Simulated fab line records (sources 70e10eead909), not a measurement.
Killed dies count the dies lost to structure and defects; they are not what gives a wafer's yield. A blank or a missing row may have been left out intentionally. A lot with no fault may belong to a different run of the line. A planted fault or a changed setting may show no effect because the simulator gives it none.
Chamber matching | flow nandHarc | NHARC_A_CHANNEL_FILL_D2_CMP_10 on cmp-04 has 4 sister chambers
The step polishes, target thk 150 nm. 8 wafers are shown with their chamber, then 7 later ones without.

EACH WAFER AND ITS CHAMBER
wafer  | chamber | motorCurrentA (A) | timeToEndpointS (s)
L074.2 | 0       | 8.5               | 12.2
L080.1 | 0       | 8.5               | 15.6
L087.6 | 1       | 12.1              | 14.8
L088.3 | 3       | 12.7              | 15.2
L088.5 | 1       | 11.8              | 15.5
L088.6 | 2       | 11.5              | 16.1
L090.1 | 3       | 13.1              | 17.0
L090.2 | 2       | 11.7              | 19.2

WAFERS MISSING THEIR CHAMBER
wafer  | motorCurrentA (A) | timeToEndpointS (s)
L090.4 | 8.2               | 17.6
L095.1 | 11.0              | 14.5
L095.2 | 8.3               | 14.5
L095.4 | 11.5              | 17.2
L096.2 | 8.2               | 16.3
L096.3 | 11.7              | 16.9
L096.6 | 11.2              | 15.8

EACH ONE'S CHAMBER
wafer  | from the rows above     | in truth
L090.4 | 0                       | 0
L095.1 | can't be placed: 2 or 1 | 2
L095.2 | 0                       | 0
L095.4 | 2                       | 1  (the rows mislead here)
L096.2 | 0                       | 0
L096.3 | can't be placed: 2 or 1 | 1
L096.6 | can't be placed: 2 or 1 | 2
3 of 7 placed correctly. From these rows, 3 cannot be placed; in 3 the true chamber is one of the candidates. 1 placed wrongly.
How it was worked out, from the rows above alone: a wafer's distance from a chamber is the root of the sum, over the readings, of the square of ((its reading less the chamber's mean) divided by the reading's scatter). The wafer belongs to the nearest chamber; if the next one is less than 2 further off, it can't be placed. For every chamber, the mean is computed from those of its wafers that are shown. How the scatter is found: for the shown wafers, subtract from each reading the mean of its chamber, square and add these, divide the total by (wafers less chambers), then take the root.
